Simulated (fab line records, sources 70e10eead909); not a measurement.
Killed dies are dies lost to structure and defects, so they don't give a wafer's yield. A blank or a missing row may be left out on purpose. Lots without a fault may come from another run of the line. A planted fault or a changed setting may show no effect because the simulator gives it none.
fab line records | flow nand_harc
record lots=13 wafers=39 last_day=32
route steps=1302 shown A_DECK1_JOINT@542 A_ONON_D2@548 A_CHANNEL_HOLE_D2@582 END@1302
lots that met no fault: from a run of the same line without faults
start_h: hours from the record's first day to the start of the lot's first wafer shown | wait_h: hours since the lot's step before | " the same as in the row above | L1.1+2: a row that stands for several wafers | - no value, or no start given | * or withheld: withheld | < > ~ a bound
route shown NAME@n: a module of which the file shows steps, and the number in the route of the first | usual: mean/standard deviation of fault-free wafers | same: alike in all rows | chamber/n: place in a boat | sites: the reading at each site | _std_site: their standard deviation | _edge_site: outer sites' mean less inner sites' | radius_mm: how far each site lies from the wafer's centre | mask NAME#n: copy n | behind: the tool/chamber that last shaped the wafer | hold: why the lot was held/for how many hours/how that ended | device: the transistor (n, p or np) that didn't switch | end of line: the same wafers' tests at the end of the route | a step without rows: its recipe alone | killed: dies lost to structure and defects at the first sort, not the wafer's yield | map: a wafer's dies, x killed, . not, _ none there
set.NAME: the setting as run; set.NAME@STEP: as run at that earlier step | model.NAME: the simulator's own value behind a step, which no gauge read
steps of the route over a sample of lots; a table a step, a row a wafer
services: from which hour (start_h, from the record's first day; less than 0 if before it) a tool's chamber was out of use, for how many hours, and why
## steps
# step NHARC_A_DECK1_JOINT_DEP_16
# recipe target_thk_a=450 temp_c=400 pressure_torr=6.5 rf_w=900 teos_flow_sccm=161.4 flow_sccm=2650 target_thk_nm=45 gas=O2 material=SiO2
# usual heater_power_w=577/93 showerhead_vpp_V=1809/77 throttle_valve_pct=15.6/0.5
# columns lot.wafer tool chamber start_h wait_h heater_power_w showerhead_vpp_V since_wet_clean_h throttle_valve_pct
L694.3 pecvd-02 0 290.23 0.1 510 1947 50 15.9
L694.2 " 1 " " 506 1797 50 15.0
L694.4 " 1 " " 503 1787 - 15.0
L695.2 pecvd-03 2 301.88 0.1 576 1785 104 15.3
L695.3 " 0 " " 430 1868 104 16.2
L695.6 " 1 " " 527 1879 - 15.9
L696.1 pecvd-01 0 301.91 0.1 539 1714 159 16.0
L696.6 " 2 " " 634 1851 - 17.0
L696.5 " 1 " " 633 1719 - 15.5
L693.6 pecvd-02 0 301.97 0.2 494 1974 - 15.5
L693.4 " 1 " " 511 1778 - 15.2
L693.5 " 2 " " 651 1758 - 15.9
L698.1 pecvd-02 0 317.69 0.1 469 1926 77 15.9
L698.5 " 1 " " 420 1801 - 15.1
L698.4 " 2 " " 543 1779 - 15.9
L699.6 pecvd-01 1 329.74 0.2 727 1719 - 14.8
L699.4 " 2 " " 533 1833 - 16.0
L699.5 " 0 " " 613 1703 - 15.8
L700.3 pecvd-01 1 352.32 0.1 818 1702 28 15.0
L700.6 " 0 " " 591 1692 - 15.8
L700.4 " 1 " " 785 1731 - 15.0
L701.2 pecvd-02 0 359.75 0.1 427 1949 119 15.8
L701.4 " 0 " " 435 1964 - 16.1
L701.5 " 2 " " 621 1776 - 15.8
L705.1 pecvd-02 2 384.84 0.1 609 1767 144 15.5
L705.4 " 0 " " 552 1952 - 16.0
L705.6 " 2 " " 609 1778 - 15.9
L708.2 pecvd-03 0 433.65 0.1 496 1853 54 15.7
L708.3 " 2 " " 566 1751 54 15.1
L708.4 " 2 " " 566 1778 - 15.2
L710.3 pecvd-02 0 454.87 0.1 509 1942 33 15.5
L710.5 " 1 " " 547 1776 - 14.4
L710.4 " 2 " " 625 1773 - 15.4
L712.2 pecvd-01 2 457.18 0.1 648 1858 133 16.3
L712.1 " 1 " " 795 1734 133 15.1
L712.5 " 2 " " 629 1844 - 16.5
L711.3 pecvd-03 1 457.21 0.1 576 1846 78 15.6
L711.2 " 2 " " 587 1785 78 15.4
L711.5 " 0 " " 407 1846 - 15.7
# step NHARC_A_ONON_D2_THK_MEAS_05
# recipe thk_meas_gauge=ellipsometry
# usual thk_nm=1002/9.4
# columns lot.wafer tool chamber start_h wait_h thk_nm
L694.2 film_metro-02 - 291.69 - 1007
L694.3 " - " " 1006
L694.4 " - " " 1007
L696.1 film_metro-02 - 303.33 - 992
L696.5 " - " " 990
L696.6 " - " " 992
L693.4 film_metro-01 - 303.34 - 991
L693.5 " - " " 990
L693.6 " - " " 990
L695.2 film_metro-01 - 303.46 - 997
L695.3 " - " " 998
L695.6 " - " " 997
L698.1 film_metro-02 - 319.10 - 1004
L698.4 " - " " 1007
L698.5 " - " " 1006
L699.4 film_metro-02 - 331.12 - 1017
L699.5 " - " " 1017
L699.6 " - " " 1018
L700.3 film_metro-02 - 353.72 - 1002
L700.4 " - " " 1002
L700.6 " - " " 1003
L701.2 film_metro-01 - 361.21 - 1012
L701.4 " - " " 1014
L701.5 " - " " 1014
L705.1 film_metro-01 - 386.24 - 986
L705.4 " - " " 986
L705.6 " - " " 988
L708.2 film_metro-02 - 435.10 - 996
L708.3 " - " " 995
L708.4 " - " " 995
L710.3 film_metro-01 - 456.33 - 1003
L710.4 " - " " 1002
L710.5 " - " " 1005
L711.2 film_metro-01 - 458.90 - 993
L711.3 " - " " 995
L711.5 " - " " 992
L712.1 film_metro-01 - 459.07 - 985
L712.2 " - " " 988
L712.5 " - " " 989
# step NHARC_A_ONON_D2_DEP_25
# recipe target_thk_a=10000 n2_flow_sccm=2750 n2o_flow_sccm=2000 nh3_flow_sccm=500 sih4_flow_sccm=210 temp_c=400
# usual n2o_flow_sccm=2000/6.1
# columns lot.wafer tool chamber start_h wait_h n2o_flow_sccm
L694.2 pecvd_onon-01 0 301.96 0.1 2004
L694.3 " 0 " " 2001
L694.4 " 0 " " 2002
L693.4 pecvd_onon-03 0 314.13 0.3 2004
L693.5 " 0 " " 2000
L693.6 " 0 " " 1992
L696.1 pecvd_onon-01 0 314.17 0.1 1994
L696.5 " 0 " " 2000
L696.6 " 0 " " 2008
L695.2 pecvd_onon-03 0 314.36 0.2 1995
L695.3 " 0 " " 1989
L695.6 " 0 " " 1992
L698.1 pecvd_onon-03 0 327.16 0.1 1999
L698.4 " 0 " " 1992
L698.5 " 0 " " 2000
L699.4 pecvd_onon-04 0 341.54 0.2 1995
L699.5 " 0 " " 1997
L699.6 " 0 " " 1994
L700.3 pecvd_onon-03 0 364.12 0.2 2008
L700.4 " 0 " " 2006
L700.6 " 0 " " 2008
L701.2 pecvd_onon-04 0 373.72 0.2 1990
L701.4 " 0 " " 2005
L701.5 " 0 " " 1999
L705.1 pecvd_onon-04 0 393.96 0.1 2010
L705.4 " 0 " " 2000
L705.6 " 0 " " 2016
L708.2 pecvd_onon-01 0 445.42 0.1 2003
L708.3 " 0 " " 2008
L708.4 " 0 " " 1999
L712.1 pecvd_onon-04 0 466.62 0.1 2011
L712.2 " 0 " " 1998
L712.5 " 0 " " 2003
L711.2 pecvd_onon-03 0 466.70 0.1 1997
L711.3 " 0 " " 2000
L711.5 " 0 " " 2011
L710.3 pecvd_onon-01 0 466.73 0.2 1998
L710.4 " 0 " " 1998
L710.5 " 0 " " 2000
# step NHARC_A_ONON_D2_THK_MEAS_27
# recipe thk_meas_gauge=ellipsometry
# usual thk_nm=999/8.9
# columns lot.wafer tool chamber start_h wait_h thk_nm
L694.2 film_metro-01 - 302.41 - 986
L694.3 " - " " 987
L694.4 " - " " 986
L693.4 film_metro-02 - 314.46 - 1010
L693.5 " - " " 1010
L693.6 " - " " 1012
L696.1 film_metro-01 - 314.68 - 1004
L696.5 " - " " 1005
L696.6 " - " " 1005
L695.2 film_metro-02 - 314.81 - 992
L695.3 " - " " 993
L695.6 " - " " 993
L698.1 film_metro-01 - 327.66 - 1011
L698.4 " - " " 1010
L698.5 " - " " 1012
L699.4 film_metro-01 - 341.87 - 996
L699.5 " - " " 994
L699.6 " - " " 997
L700.3 film_metro-02 - 364.52 - 1008
L700.4 " - " " 1007
L700.6 " - " " 1006
L701.2 film_metro-01 - 374.17 - 1017
L701.4 " - " " 1016
L701.5 " - " " 1015
L705.1 film_metro-02 - 394.48 - 1005
L705.4 " - " " 1004
L705.6 " - " " 1004
L708.2 film_metro-01 - 445.88 - 995
L708.3 " - " " 1491
L708.4 " - " " 1488
L710.3 film_metro-01 - 467.13 - 1486
L710.4 " - " " 1484
L710.5 " - " " 1485
L712.1 film_metro-02 - 467.13 - 985
L712.2 " - " " 985
L712.5 " - " " 987
L711.2 film_metro-01 - 467.15 - 1000
L711.3 " - " " 999
L711.5 " - " " 999
# step NHARC_A_CHANNEL_HOLE_D2_CD_MEAS_10
# recipe target_cd_nm=100 landing_energy_ev=500
# usual cd_nm=100.3/0.51
# columns lot.wafer tool chamber start_h wait_h cd_nm
L694.2 cd_sem-03 0 306.94 - 100.5
L694.3 " 0 " " 100.5
L694.4 " 0 " " 99.8
L693.4 cd_sem-02 0 318.67 - 100.5
L693.5 " 0 " " 100.6
L693.6 " 0 " " 100.0
L696.1 cd_sem-01 0 318.93 - 100.6
L696.5 " 0 " " 99.7
L696.6 " 0 " " 100.0
L695.2 cd_sem-03 0 320.57 - 100.7
L695.3 " 0 " " 100.7
L695.6 " 0 " " 101.2
L698.1 cd_sem-01 0 331.76 - 98.9
L698.4 " 0 " " 99.1
L698.5 " 0 " " 99.4
L699.4 cd_sem-03 0 348.93 - 100.0
L699.5 " 0 " " 99.7
L699.6 " 0 " " 100.4
L700.3 cd_sem-03 0 368.38 - 100.6
L700.4 " 0 " " 100.8
L700.6 " 0 " " 99.3
L701.2 cd_sem-01 0 379.56 - 99.7
L701.4 " 0 " " 100.5
L701.5 " 0 " " 99.9
L705.1 cd_sem-03 0 401.92 - 100.2
L705.4 " 0 " " 100.8
L705.6 " 0 " " 100.2
L708.2 cd_sem-01 0 450.73 - 100.7
L712.1 cd_sem-02 0 474.04 - 100.4
L712.2 " 0 " " 100.8
L712.5 " 0 " " 100.7
L711.2 cd_sem-01 0 474.99 - 100.4
L711.3 " 0 " " 100.0
L711.5 " 0 " " 99.7
# step NHARC_END_SORT_01
# recipe temp_c=25
# usual killed_at_array=58/20 killed_at_other=0.8/1 killed_at_periphery=4.6/2.8 killed_dies=63/19 killed_open=3.4/2 killed_short=2.4/1.8
# same gross_dies=677
# columns lot.wafer tool chamber start_h wait_h killed_at_array killed_at_other killed_at_periphery killed_dies killed_open killed_short
L695.2 prober-02 0 588.83 2.8 88 0 5 93 3 7
L695.3 prober-02 0 589.64 3.1 99 0 5 104 0 2
L695.6 prober-02 0 592.05 4.0 80 0 5 85 0 3
L700.3 prober-02 0 644.41 3.1 47 0 1 48 4 1
L700.4 prober-02 0 645.22 3.4 48 1 6 55 4 3
L700.6 prober-02 0 646.84 4.0 64 1 1 66 2 2
L705.1 prober-01 0 678.96 2.5 42 0 3 45 3 2
L705.4 prober-01 0 681.35 3.4 37 1 1 39 8 2
L705.6 prober-01 0 682.94 4.0 29 1 6 36 3 2
L708.2 prober-01 0 717.74 2.8 108 1 3 112 4 2
L708.3 prober-01 0 718.53 3.1 672 2 3 677 3 1
L708.4 prober-01 0 719.32 3.4 671 0 6 677 7 2
L712.1 prober-02 0 749.58 2.5 69 1 1 71 0 4
L712.2 prober-02 0 750.39 2.8 58 0 1 59 3 0
L712.5 prober-02 0 752.79 3.7 76 1 1 78 2 1
L710.3 prober-01 0 763.07 3.1 671 0 6 677 3 4
L710.4 prober-01 0 763.87 3.4 675 0 2 677 4 1
L710.5 prober-01 0 764.67 3.7 674 0 3 677 4 2
# killed by level:class
L695.2 A_CHANNEL_HOLE_D1:chamber_film_flake=35 A_CHANNEL_HOLE_D2:chamber_film_flake=21 A_SLIT:chamber_film_flake=14 A_DECK1_JOINT:chamber_film_flake=3 A_CONTACT:chamber_film_flake=3 A_ONON_D1:geometric_particle:short=2 A_WL_FILL:geometric_particle:short=2 P_M1:chamber_film_flake=2
L695.3 A_CHANNEL_HOLE_D1:chamber_film_flake=33 A_SLIT:chamber_film_flake=28 A_CHANNEL_HOLE_D2:chamber_film_flake=26 P_M1:chamber_film_flake=3 A_DECK1_JOINT:chamber_film_flake=2 A_SGD_CUT:chamber_film_flake=2 A_ONON_D1:geometric_particle:short=1 A_SGD_CUT:geometric_particle:short=1
L695.6 A_CHANNEL_HOLE_D1:chamber_film_flake=34 A_SLIT:chamber_film_flake=21 A_CHANNEL_HOLE_D2:chamber_film_flake=11 P_M1:chamber_film_flake=4 A_DECK1_JOINT:chamber_film_flake=4 A_CONTACT:chamber_film_flake=4 A_CHANNEL_HOLE_D1:geometric_particle:short=1 A_ONON_D2:geometric_particle:short=1
L700.3 A_SLIT:chamber_film_flake=21 A_CHANNEL_HOLE_D2:chamber_film_flake=10 A_CHANNEL_FILL_D1:chamber_film_flake=3 A_CHANNEL_HOLE_D1:chamber_film_flake=2 A_CHANNEL_HOLE_D1:geometric_particle:open=1 A_CHANNEL_FILL_D2:geometric_particle:open=1 A_WL_FILL:geometric_particle:open=1 A_WL_FILL:geometric_particle:short=1
L700.4 A_SLIT:chamber_film_flake=25 A_CHANNEL_HOLE_D2:chamber_film_flake=11 A_CHANNEL_FILL_D1:chamber_film_flake=4 P_M0:geometric_particle:open=3 P_ZERO_WELL:chamber_film_flake=2 P_M0:geometric_particle:short=1 A_CHANNEL_HOLE_D1:geometric_particle:short=1 A_CHANNEL_FILL_D1:geometric_particle:short=1
L700.6 A_SLIT:chamber_film_flake=36 A_CHANNEL_HOLE_D2:chamber_film_flake=8 A_CHANNEL_HOLE_D1:chamber_film_flake=7 A_ZERO_WELL:chamber_film_flake=3 A_M1:chamber_film_flake=3 A_CHANNEL_FILL_D1:chamber_film_flake=2 A_WL_FILL:chamber_film_flake=2 P_GATE:geometric_particle:open=1
L705.1 A_CHANNEL_HOLE_D2:chamber_film_flake=23 A_CHANNEL_HOLE_D1:chamber_film_flake=6 A_CONTACT:chamber_film_flake=3 P_BONDPAD:chamber_film_flake=2 A_STAIRCASE:chamber_film_flake=2 A_ONON_D1:geometric_particle:short=1 A_CHANNEL_FILL_D1:geometric_particle:open=1 A_ONON_D2:geometric_particle:short=1
L705.4 A_CHANNEL_HOLE_D2:chamber_film_flake=15 A_CHANNEL_HOLE_D1:chamber_film_flake=6 A_CHANNEL_FILL_D1:geometric_particle:open=2 A_ZERO_WELL:chamber_film_flake=2 A_STAIRCASE:chamber_film_flake=2 A_ONON_D2:geometric_particle:open=1 A_CHANNEL_FILL_D2:geometric_particle:open=1 A_CHANNEL_FILL_D2:geometric_particle:short=1
L705.6 A_CHANNEL_HOLE_D2:chamber_film_flake=14 A_CHANNEL_HOLE_D1:chamber_film_flake=5 A_STAIRCASE:chamber_film_flake=4 A_CONTACT:chamber_film_flake=2 P_CONTACT:geometric_particle:open=1 P_M0:geometric_particle:open=1 A_ONON_D1:geometric_particle:short=1 A_CHANNEL_FILL_D2:geometric_particle:short=1
L708.2 A_SLIT:chamber_film_flake=36 A_CHANNEL_HOLE_D1:chamber_film_flake=33 A_CHANNEL_HOLE_D2:chamber_film_flake=16 A_CONTACT:chamber_film_flake=11 A_SGD_CUT:chamber_film_flake=4 A_CHANNEL_FILL_D1:geometric_particle:open=2 P_M1:chamber_film_flake=2 A_ONON_D1:geometric_particle:open=1
L708.3 A_ONON_D2:area_dep=567 A_CHANNEL_HOLE_D1:chamber_film_flake=34 A_SLIT:chamber_film_flake=30 A_CHANNEL_HOLE_D2:chamber_film_flake=21 A_CONTACT:chamber_film_flake=10 A_SGD_CUT:chamber_film_flake=4 A_BLC:geometric_particle:open=2 P_M1:chamber_film_flake=2
L708.4 A_ONON_D2:area_dep=580 A_SLIT:chamber_film_flake=34 A_CONTACT:chamber_film_flake=17 A_CHANNEL_HOLE_D1:chamber_film_flake=15 A_CHANNEL_HOLE_D2:chamber_film_flake=11 A_SGD_CUT:chamber_film_flake=5 P_M2:chamber_film_flake=3 A_SOURCE_PLATE:geometric_particle:open=2
L712.1 A_CHANNEL_HOLE_D1:chamber_film_flake=29 A_CHANNEL_HOLE_D2:chamber_film_flake=20 A_CONTACT:chamber_film_flake=5 A_SLIT:chamber_film_flake=4 A_STAIRCASE:chamber_film_flake=3 A_CHANNEL_FILL_D2:chamber_film_flake=2 A_ONON_D2:geometric_particle:short=1 A_CHANNEL_FILL_D2:geometric_particle:short=1
L712.2 A_CHANNEL_HOLE_D2:chamber_film_flake=28 A_CHANNEL_HOLE_D1:chamber_film_flake=21 A_CONTACT:chamber_film_flake=3 A_SLIT:chamber_film_flake=2 P_CONTACT:geometric_particle:open=1 A_ONON_D2:geometric_particle:open=1 A_BLC:geometric_particle:open=1 A_CHANNEL_FILL_D2:chamber_film_flake=1
L712.5 A_CHANNEL_HOLE_D1:chamber_film_flake=40 A_CHANNEL_HOLE_D2:chamber_film_flake=23 A_CHANNEL_FILL_D2:chamber_film_flake=4 A_CONTACT:chamber_film_flake=3 A_SLIT:chamber_film_flake=2 A_CHANNEL_HOLE_D1:geometric_particle:open=1 A_M0:geometric_particle:open=1 THIN_TSV:geometric_particle:short=1
L710.3 A_ONON_D2:area_dep=638 A_SLIT:chamber_film_flake=22 A_CHANNEL_HOLE_D1:chamber_film_flake=4 P_M0:geometric_particle:short=2 A_WL_FILL:chamber_film_flake=2 A_CONTACT:chamber_film_flake=2 P_M0:geometric_particle:open=1 P_M1:geometric_particle:open=1
L710.4 A_ONON_D2:area_dep=628 A_SLIT:chamber_film_flake=25 A_CHANNEL_HOLE_D1:chamber_film_flake=8 A_STAIRCASE:chamber_film_flake=3 A_CONTACT:chamber_film_flake=3 A_WL_FILL:geometric_particle:open=2 A_WL_FILL:chamber_film_flake=2 A_ONON_D1:geometric_particle:open=1
L710.5 A_ONON_D2:area_dep=609 A_SLIT:chamber_film_flake=39 A_CHANNEL_HOLE_D1:chamber_film_flake=13 A_STAIRCASE:chamber_film_flake=5 A_WL_FILL:chamber_film_flake=2 P_M1:geometric_particle:open=1 A_DECK1_JOINT:geometric_particle:short=1 A_ONON_D2:geometric_particle:short=1
## services
# columns tool chamber start_h hours kind
pecvd_onon-01 - 269.00 13.0 pm
pecvd-03 - 276.67 0.6 repair
pecvd-01 - 311.18 13.0 pm
pecvd-01 0 311.18 13.0 vent_cycle
pecvd-01 1 311.18 13.0 vent_cycle
pecvd-01 2 311.18 13.0 vent_cycle
pecvd_onon-04 - 311.31 13.0 pm
pecvd-01 0 324.18 - clean
pecvd-02 - 328.18 1.4 repair
pecvd-01 - 329.90 0.8 repair
pecvd-03 - 366.40 13.0 pm
pecvd-03 - 403.63 1.7 repair
pecvd-02 1 405.17 5.9 repair
pecvd_onon-03 - 408.29 13.0 pm
pecvd-02 - 408.40 13.0 pm
pecvd-02 0 408.40 13.0 vent_cycle
pecvd-02 2 408.40 13.0 vent_cycle
pecvd_onon-04 - 419.59 6.2 repair
pecvd-02 0 421.40 - clean
pecvd-02 1 421.40 - clean
pecvd-02 2 421.40 - clean
pecvd-03 - 439.69 1.6 repair
pecvd_onon-04 - 445.13 1.8 repair
pecvd_onon-01 - 450.00 13.0 pm
## key
first_sign step=NHARC_A_ONON_D2_THK_MEAS_27 reading=thk_nm direction=up sigmas=55 usual=999 struck=1487
effect step=NHARC_END_SORT_01 reading=killed_dies direction=up sigmas=32 usual=63 struck=677
more_kills_born_at NHARC_A_ONON_D2_DEP_25@pecvd_onon-01=3022
met_at NHARC_A_ONON_D2_DEP_25
struck_lots L708,L710
struck_wafers L708.3,L708.4,L710.3,L710.4,L710.5
later_rows_left_out L708.3,L708.4,L710.3,L710.4,L710.5
tester_left_out L708,L710
not_acting_at NHARC_A_DECK1_JOINT_DEP_16,NHARC_A_ONON_D2_THK_MEAS_05,NHARC_A_CHANNEL_HOLE_D2_CD_MEAS_10
onset_between 314.17 445.42
fault kind=process_parameter_drift tool=pecvd_onon-01 chamber=- onset_h=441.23 steps=NHARC_A_ONON_D2_DEP_25 channel=target_thk_a offset=* shape=step end_h=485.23 scope=struck_wafers_only acts_in=* stated=*
# tester_left_out: of these lots the tester's yield and bins aren't shown, on N5 and GAA mostly nor the transistor test; their killed dies are dies lost to structure and defects alone, not to doping, threshold or leakage, so they don't give the yield
# later_rows_left_out: the simulator's readings of these wafers behind a module that went badly wrong aren't trusted and aren't shown, but for the sort
